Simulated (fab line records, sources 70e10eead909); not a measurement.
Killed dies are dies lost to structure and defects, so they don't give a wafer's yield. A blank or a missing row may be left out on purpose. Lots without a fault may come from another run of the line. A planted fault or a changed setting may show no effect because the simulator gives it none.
Which tool did it? | flow nand_harc | 24 lots, 72 wafers sampled, at 6 steps of a route of 1302

WHAT THE GAUGES READ, wafer by wafer
NHARC_A_CONTACT_CD_MEAS_80. Usual: cd_nm 289.8 nm, standard deviation 0.76.
lot  | measured     | on        | cd_nm (nm)        | flag
L074 | day 21 20:52 | cd_sem-03 | 287.9 287.5 288.3 |
L075 | day 22 18:08 | cd_sem-02 | 290.2 289.8 290.6 |
L076 | day 22 18:00 | cd_sem-01 | 288.8 289.4 289.0 |
L077 | day 23 09:32 | cd_sem-02 | 289.6 289.7 289.6 |
L078 | day 23 19:26 | cd_sem-01 | 288.8 289.2 289.1 |
L079 | day 24 20:34 | cd_sem-03 | 290.1 290.9 290.2 |
L080 | day 24 23:37 | cd_sem-01 | 288.9 288.8 289.5 |
L081 | day 25 12:37 | cd_sem-02 | 289.9 290.0 289.9 |
L082 | day 25 13:23 | cd_sem-03 | 290.2 290.4 290.7 |
L083 | day 26 07:16 | cd_sem-01 | 290.2 290.6 290.0 |
L084 | day 26 12:39 | cd_sem-01 | 288.6 289.9 290.1 |
L085 | day 26 13:45 | cd_sem-02 | 290.6 290.1 290.7 |
L086 | day 26 20:35 | cd_sem-02 | 290.3 289.3 289.6 |
L087 | day 27 10:44 | cd_sem-02 | 289.6 289.2 289.8 |
L088 | day 28 01:56 | cd_sem-03 | 290.8 290.1 290.2 |
L089 | day 28 06:16 | cd_sem-01 | 289.6 288.8 289.7 |
L090 | day 28 09:01 | cd_sem-03 | 290.2 289.8 289.9 |
L091 | day 30 00:47 | cd_sem-01 | 291.1 291.4 290.3 |
L092 | day 30 01:32 | cd_sem-03 | 290.1 290.5 290.1 |
L093 | day 30 07:43 | cd_sem-03 | 290.9 291.5 291.7 |
L094 | day 30 08:31 | cd_sem-03 | 289.6 289.8 289.0 |
L095 | day 31 03:46 | cd_sem-01 | 290.0 290.6 290.7 |
L097 | day 31 16:40 | cd_sem-02 | 289.1 290.0 290.1 |
L096 | day 31 19:50 | cd_sem-01 | 289.8 290.3 289.6 |

NHARC_A_CONTACT_OVL_MEAS_09. Usual: overlay_x_nm 0.0 nm, standard deviation 0.75; overlay_y_nm 0.1 nm, standard deviation 0.87.
lot  | measured     | on         | overlay_x_nm (nm) | overlay_y_nm (nm) | flag
L074 | day 22 00:15 | overlay-02 | -0.4 -0.2 -0.2    | 0.2 0.6 0.8       |
L075 | day 22 21:38 | overlay-01 | -1.9 -1.1 -0.6    | 0.6 -0.2 0.8      |
L076 | day 22 21:29 | overlay-02 | 0.6 1.1 0.9       | -0.4 -0.1 0.0     |
L077 | day 23 13:03 | overlay-02 | -0.5 -0.8 -1.7    | 1.4 1.2 1.7       |
L078 | day 23 22:56 | overlay-01 | 1.1 0.7 0.7       | 0.2 -0.1 -0.3     |
L079 | day 25 00:10 | overlay-02 | 0.2 0.6 0.6       | -1.1 -0.9 -1.3    |
L080 | day 25 03:08 | overlay-01 | 0.0 -0.5 -0.4     | 1.2 1.2 1.3       |
L081 | day 25 16:11 | overlay-02 | 0.8 0.7 1.2       | -1.5 -1.3 -2.1    |
L082 | day 25 16:52 | overlay-01 | 0.2 -0.3 -0.1     | -0.8 -0.5 -0.7    |
L083 | day 26 13:06 | overlay-01 | 0.8 0.4 0.5       | -0.2 0.3 -0.2     |
L084 | day 26 17:53 | overlay-01 | 0.1 -0.1 -0.4     | 0.6 0.4 1.1       |
L085 | day 26 20:13 | overlay-01 | -0.6 -0.7 -0.8    | 1.2 1.5 1.4       |
L086 | day 27 00:34 | overlay-01 | -0.4 0.3 0.4      | -0.2 0.4 0.5      |
L087 | day 27 17:55 | overlay-01 | -0.1 0.2 0.4      | 1.8 1.6 1.5       |
L088 | day 28 05:53 | overlay-02 | 0.6 0.8 -0.2      | 0.1 0.1 1.1       |
L089 | day 28 10:10 | overlay-01 | -0.5 -0.6 -0.3    | 0.6 0.3 0.5       |
L090 | day 28 12:38 | overlay-02 | 0.6 0.6 0.3       | -0.5 -0.7 -0.5    |
L091 | day 30 06:54 | overlay-02 | -2.6 -1.8 -1.9    | -0.1 0.2 -0.3     |
L092 | day 30 07:16 | overlay-01 | 0.4 0.0 -0.4      | -1.4 -1.4 -0.6    |
L093 | day 30 11:46 | overlay-01 | 0.2 -0.1 -0.2     | -0.6 -0.4 0.2     |
L094 | day 30 12:32 | overlay-02 | -0.3 0.2 0.3      | 1.4 0.4 0.9       |
L095 | day 31 07:17 | overlay-01 | 0.8 0.8 1.0       | -1.1 -0.8 -0.8    |
L097 | day 31 22:14 | overlay-01 | 0.6 0.4 0.4       | 0.2 0.4 0.2       |
L096 | day 31 23:59 | overlay-02 | -0.7 -1.1 -0.8    | -0.1 -0.5 0.3     |

NHARC_A_CONTACT_INSPECT_23. Usual: raw_defect_count 488, standard deviation 140.
lot  | measured     | on                | raw_defect_count | flag
L074 | day 22 05:59 | defect_inspect-01 | 473 644 447      |
L075 | day 23 03:23 | defect_inspect-02 | 637 517 469      |
L076 | day 23 03:12 | defect_inspect-01 | 317 422 225      |
L077 | day 23 18:47 | defect_inspect-02 | 592 477 791      |
L078 | day 24 04:44 | defect_inspect-01 | 791 645 564      |
L079 | day 25 05:58 | defect_inspect-01 | 563 534 554      |
L080 | day 25 14:46 | defect_inspect-01 | 484 391 404      |
L081 | day 25 22:00 | defect_inspect-02 | 498 385 400      |
L082 | day 25 22:47 | defect_inspect-02 | 524 550 579      |
L083 | day 26 18:51 | defect_inspect-01 | 752 426 464      |
L084 | day 26 23:54 | defect_inspect-01 | 505 519 401      |
L085 | day 27 02:05 | defect_inspect-01 | 507 479 454      |
L086 | day 27 06:19 | defect_inspect-02 | 348 411 374      |
L087 | day 27 23:41 | defect_inspect-01 | 477 437 419      |
L088 | day 28 11:49 | defect_inspect-02 | 408 466 471      |
L089 | day 28 16:06 | defect_inspect-01 | 585 646 662      |
L090 | day 28 18:32 | defect_inspect-01 | 418 332 477      |
L091 | day 30 12:37 | defect_inspect-01 | 545 649 504      |
L092 | day 30 13:12 | defect_inspect-02 | 422 478 421      |
L093 | day 30 17:31 | defect_inspect-01 | 279 226 233      |
L094 | day 30 18:16 | defect_inspect-02 | 622 480 504      |
L095 | day 31 13:46 | defect_inspect-02 | 680 719 1312     |
L097 | day 32 04:14 | defect_inspect-01 | 585 473 435      |
L096 | day 32 05:45 | defect_inspect-01 | 293 408 384      |

WHICH TOOL RAN EACH LOT (tool, then ch and the chambers of the sampled wafers, then the start)
lot  | NHARC_A_CONTACT_ETCH_75            | NHARC_A_CONTACT_ETCH_126             | NHARC_A_CONTACT_ETCH_130
L074 | rie_diel-08 ch 0,1,3, day 21 16:47 | har_cap_etch-02 ch 0,1, day 21 18:39 | har_cap_etch-02 ch 0,1, day 21 19:22
L075 | rie_diel-08 ch 2,3, day 22 13:22   | har_cap_etch-01 ch 0,1, day 22 15:19 | har_cap_etch-01 ch 0,1, day 22 16:16
L076 | rie_diel-04 ch 1,2, day 22 13:55   | har_cap_etch-02 ch 0,1, day 22 15:47 | har_cap_etch-02 ch 0,1, day 22 16:29
L077 | rie_diel-08 ch 0,2,3, day 23 05:28 | har_cap_etch-02 ch 0,1, day 23 07:20 | har_cap_etch-02 ch 0,1, day 23 08:02
L078 | rie_diel-07 ch 2,3, day 23 12:30   | har_cap_etch-03 ch 0,1, day 23 17:13 | har_cap_etch-03 ch 0,1, day 23 17:56
L079 | rie_diel-08 ch 0,1, day 24 16:28   | har_cap_etch-02 ch 0,1, day 24 18:20 | har_cap_etch-02 ch 0,1, day 24 19:03
L080 | rie_diel-08 ch 0,3, day 24 19:32   | har_cap_etch-01 ch 0,1, day 24 21:25 | har_cap_etch-01 ch 0,1, day 24 22:08
L081 | rie_diel-08 ch 0,1,3, day 25 08:21 | har_cap_etch-03 ch 0,1, day 25 10:24 | har_cap_etch-03 ch 0,1, day 25 11:07
L082 | rie_diel-08 ch 1,2,3, day 25 08:40 | har_cap_etch-01 ch 0,1, day 25 11:02 | har_cap_etch-01 ch 0,1, day 25 11:45
L083 | rie_diel-08 ch 0,2, day 26 03:10   | har_cap_etch-01 ch 0,1, day 26 05:01 | har_cap_etch-01 ch 0,1, day 26 05:43
L084 | rie_diel-08 ch 2,3, day 26 08:35   | har_cap_etch-03 ch 0,1, day 26 10:25 | har_cap_etch-03 ch 0,1, day 26 11:07
L085 | rie_diel-07 ch 0,1,3, day 26 09:40 | har_cap_etch-01 ch 0,1, day 26 11:32 | har_cap_etch-01 ch 0,1, day 26 12:14
L086 | rie_diel-07 ch 2,3, day 26 16:29   | har_cap_etch-03 ch 0,1, day 26 18:19 | har_cap_etch-03 ch 0,1, day 26 19:01
L087 | rie_diel-07 ch 1,2, day 27 05:51   | har_cap_etch-03 ch 0,1, day 27 08:11 | har_cap_etch-03 ch 0,1, day 27 09:07
L088 | rie_diel-07 ch 1,2,3, day 27 21:50 | har_cap_etch-01 ch 0,1, day 27 23:45 | har_cap_etch-01 ch 0,1, day 28 00:28
L089 | rie_diel-08 ch 0,1,3, day 28 01:41 | har_cap_etch-03 ch 0,1, day 28 03:32 | har_cap_etch-03 ch 0,1, day 28 04:14
L090 | rie_diel-08 ch 1,2,3, day 28 04:57 | har_cap_etch-02 ch 0,1, day 28 06:50 | har_cap_etch-02 ch 0,1, day 28 07:33
L091 | rie_diel-08 ch 0,3, day 29 20:10   | har_cap_etch-03 ch 0,1, day 29 22:02 | har_cap_etch-03 ch 0,1, day 29 22:56
L092 | rie_diel-08 ch 0,1,2, day 29 21:19 | har_cap_etch-02 ch 0,1, day 29 23:09 | har_cap_etch-02 ch 0,1, day 29 23:52
L093 | rie_diel-08 ch 0,1, day 30 03:38   | har_cap_etch-01 ch 0,1, day 30 05:31 | har_cap_etch-01 ch 0,1, day 30 06:13
L094 | rie_diel-04 ch 0,1, day 30 03:46   | har_cap_etch-03 ch 0,1, day 30 05:49 | har_cap_etch-03 ch 0,1, day 30 06:45
L095 | rie_diel-04 ch 0,1,3, day 30 23:25 | har_cap_etch-03 ch 0,1, day 31 01:33 | har_cap_etch-03 ch 0,1, day 31 02:15
L097 | rie_diel-08 ch 2,3, day 31 12:35   | har_cap_etch-02 ch 0,1, day 31 14:26 | har_cap_etch-02 ch 0,1, day 31 15:08
L096 | rie_diel-08 ch 1,3, day 31 15:46   | har_cap_etch-03 ch 0,1, day 31 17:35 | har_cap_etch-03 ch 0,1, day 31 18:18
- NHARC_A_CONTACT_ETCH_75: etches the open film in CF4, target depth 39 nm, time 65 s.
- NHARC_A_CONTACT_ETCH_126: etches the open film in C4F8/O2/Ar, time 197 s, target depth 1918 nm.
- NHARC_A_CONTACT_ETCH_130: etches the open film in C4F8/O2/Ar, time 197 s, target depth 1918 nm.

WHAT THE TOOLS THEMSELVES READ (means of the sampled wafers that have a number; where no wafer has one, the mark that the record gives instead)
NHARC_A_CONTACT_ETCH_75. Usual: bias_w 99.96 W, standard deviation 0.28; chamber_pressure_mTorr 50.00 mTorr, standard deviation 0.048; drypump_motor_current_A 5.7 A, standard deviation 0.54; mfc_ar_sccm 0.005 sccm, standard deviation 0.0085; oes_product_au 1.000 a.u., standard deviation 0.0097; rf_vpp_V 151.3 V, standard deviation 1.2; showerhead_plenum_p_Torr 1.77 Torr, standard deviation 0.065; throttle_valve_pct 13.283 %, standard deviation 0.0093.
lot  | tool        | bias_w (W) | chamber_pressure_mTorr (mTorr) | drypump_motor_current_A (A) | mfc_ar_sccm (sccm) | oes_product_au (a.u.) | rf_vpp_V (V) | showerhead_plenum_p_Torr (Torr) | throttle_valve_pct (%) | flag
L074 | rie_diel-08 | 99.98      | 50.03                          | 6.0                         | 0.002              | 1.010                 | 151.3        | 1.77                            | 13.282                 |
L075 | rie_diel-08 | 99.76      | 50.00                          | 5.4                         | 0.003              | 1.001                 | 150.1        | 1.70                            | 13.288                 |
L076 | rie_diel-04 | 99.97      | 49.97                          | 5.6                         | 0.025              | 1.002                 | 151.2        | 1.80                            | 13.283                 |
L077 | rie_diel-08 | 99.89      | 49.94                          | 5.9                         | 0.002              | 1.002                 | 151.2        | 1.73                            | 13.282                 |
L078 | rie_diel-07 | 99.74      | 50.02                          | 5.2                         | 0.011              | 0.999                 | 150.4        | 1.76                            | 13.286                 |
L079 | rie_diel-08 | 99.88      | 49.96                          | 6.1                         | 0.000              | 0.993                 | 151.2        | 1.80                            | 13.287                 |
L080 | rie_diel-08 | 99.78      | 50.01                          | 5.8                         | 0.003              | 1.002                 | 151.9        | 1.72                            | 13.294                 |
L081 | rie_diel-08 | 99.79      | 49.98                          | 6.0                         | 0.002              | 0.999                 | 151.4        | 1.76                            | 13.276                 |
L082 | rie_diel-08 | 99.88      | 50.03                          | 5.5                         | 0.002              | 0.996                 | 151.1        | 1.73                            | 13.285                 |
L083 | rie_diel-08 | 99.88      | 49.99                          | 5.8                         | 0.000              | 0.995                 | 151.1        | 1.74                            | 13.276                 |
L084 | rie_diel-08 | 100.04     | 49.99                          | 5.3                         | 0.002              | 1.005                 | 150.1        | 1.69                            | 13.282                 |
L085 | rie_diel-07 | 99.70      | 50.03                          | 5.5                         | 0.015              | 1.002                 | 152.1        | 1.84                            | 13.281                 |
L086 | rie_diel-07 | 100.05     | 49.94                          | 5.3                         | 0.019              | 0.996                 | 152.0        | 1.80                            | 13.276                 |
L087 | rie_diel-07 | 99.73      | 49.99                          | 5.7                         | 0.013              | 1.013                 | 151.1        | 1.81                            | 13.285                 |
L088 | rie_diel-07 | 99.88      | 50.03                          | 5.4                         | 0.016              | 1.005                 | 152.0        | 1.80                            | 13.291                 |
L089 | rie_diel-08 | 100.25     | 50.01                          | 6.0                         | 0.002              | 0.997                 | 150.9        | 1.76                            | 13.276                 |
L090 | rie_diel-08 | 100.17     | 49.96                          | 5.5                         | 0.002              | 0.995                 | 150.8        | 1.72                            | 13.281                 |
L091 | rie_diel-08 | 99.75      | 50.01                          | 5.9                         | 0.003              | 1.006                 | 151.5        | 1.72                            | 13.285                 |
L092 | rie_diel-08 | 99.65      | 50.03                          | 6.0                         | 0.000              | 1.000                 | 151.8        | 1.76                            | 13.271                 |
L093 | rie_diel-08 | 99.95      | 49.97                          | 6.1                         | 0.000              | 1.002                 | 151.9        | 1.79                            | 13.279                 |
L094 | rie_diel-04 | 99.86      | 50.01                          | 5.7                         | 0.011              | 0.991                 | 152.7        | 1.84                            | 13.286                 |
L095 | rie_diel-04 | 100.05     | 50.01                          | 5.6                         | 0.007              | 0.994                 | 152.1        | 1.82                            | 13.275                 |
L097 | rie_diel-08 | 99.83      | 49.98                          | 5.3                         | 0.002              | 1.000                 | 150.1        | 1.69                            | 13.287                 |
L096 | rie_diel-08 | 100.22     | 49.98                          | 5.5                         | 0.003              | 1.001                 | 149.8        | 1.71                            | 13.286                 |

NHARC_A_CONTACT_ETCH_126. Usual: chamber_pressure_mTorr 20.000 mTorr, standard deviation 0.016; oes_air_line_au 0.995 a.u., standard deviation 0.02.
lot  | tool            | chamber_pressure_mTorr (mTorr) | oes_air_line_au (a.u.) | flag
L074 | har_cap_etch-02 | 20.002                         | 1.014                  |
L075 | har_cap_etch-01 | 20.022                         | 1.009                  |
L076 | har_cap_etch-02 | 20.010                         | 0.994                  |
L077 | har_cap_etch-02 | 20.013                         | 0.986                  |
L078 | har_cap_etch-03 | 20.009                         | 1.010                  |
L079 | har_cap_etch-02 | 20.016                         | 1.015                  |
L080 | har_cap_etch-01 | 19.994                         | 1.007                  |
L081 | har_cap_etch-03 | 20.007                         | 0.996                  |
L082 | har_cap_etch-01 | 20.000                         | 1.006                  |
L083 | har_cap_etch-01 | 19.994                         | 1.007                  |
L084 | har_cap_etch-03 | 20.008                         | 0.971                  |
L085 | har_cap_etch-01 | 20.002                         | 1.011                  |
L086 | har_cap_etch-03 | 20.015                         | 0.984                  |
L087 | har_cap_etch-03 | 19.991                         | 0.976                  |
L088 | har_cap_etch-01 | 20.006                         | 0.990                  |
L089 | har_cap_etch-03 | 19.987                         | 0.976                  |
L090 | har_cap_etch-02 | 19.986                         | 0.988                  |
L091 | har_cap_etch-03 | 19.998                         | 1.009                  |
L092 | har_cap_etch-02 | 19.996                         | 1.019                  |
L093 | har_cap_etch-01 | 20.006                         | 0.989                  |
L094 | har_cap_etch-03 | 20.009                         | 0.977                  |
L095 | har_cap_etch-03 | 20.003                         | 0.996                  |
L097 | har_cap_etch-02 | 19.994                         | 1.002                  |
L096 | har_cap_etch-03 | 19.992                         | 0.987                  |

NHARC_A_CONTACT_ETCH_130. Usual: chamber_pressure_mTorr 20.003 mTorr, standard deviation 0.02; oes_air_line_au 0.999 a.u., standard deviation 0.021.
lot  | tool            | chamber_pressure_mTorr (mTorr) | oes_air_line_au (a.u.) | flag
L074 | har_cap_etch-02 | 20.019                         | 0.989                  |
L075 | har_cap_etch-01 | 20.011                         | 0.998                  |
L076 | har_cap_etch-02 | 20.006                         | 0.992                  |
L077 | har_cap_etch-02 | 20.006                         | 0.994                  |
L078 | har_cap_etch-03 | 20.000                         | 0.994                  |
L079 | har_cap_etch-02 | 19.989                         | 0.998                  |
L080 | har_cap_etch-01 | 20.014                         | 1.003                  |
L081 | har_cap_etch-03 | 20.001                         | 1.011                  |
L082 | har_cap_etch-01 | 20.007                         | 1.021                  |
L083 | har_cap_etch-01 | 19.989                         | 1.012                  |
L084 | har_cap_etch-03 | 20.014                         | 1.014                  |
L085 | har_cap_etch-01 | 20.012                         | 1.011                  |
L086 | har_cap_etch-03 | 19.981                         | 1.020                  |
L087 | har_cap_etch-03 | 20.010                         | 1.003                  |
L088 | har_cap_etch-01 | 20.008                         | 0.994                  |
L089 | har_cap_etch-03 | 19.997                         | 0.981                  |
L090 | har_cap_etch-02 | 20.013                         | 1.007                  |
L091 | har_cap_etch-03 | 20.023                         | 1.002                  |
L092 | har_cap_etch-02 | 20.001                         | 1.002                  |
L093 | har_cap_etch-01 | 20.006                         | 0.996                  |
L094 | har_cap_etch-03 | 19.986                         | 1.001                  |
L095 | har_cap_etch-03 | 19.988                         | 1.011                  |
L097 | har_cap_etch-02 | 20.011                         | 0.959                  |
L096 | har_cap_etch-03 | 19.989                         | 1.000                  |

THE ANSWER, worked out from the rows above alone
Rule: a lot is off if the mean of its wafers that have a number lies more than 3 standard deviations from the usual mean. A lot without any number at a reading at which 4 lots or more have one is off too. The other lots that the step has rows for count as sound. The gauges are gone through in route order, then the tools' own readings, and for those a lot's mean is taken as printed above. The first step at which some lot is off is used, and at that step the reading that is off furthest; a lot without a number counts as furthest.
No lot is off at any reading shown: from this, nothing can be told.

WHAT THE SIMULATOR HAD PUT IN
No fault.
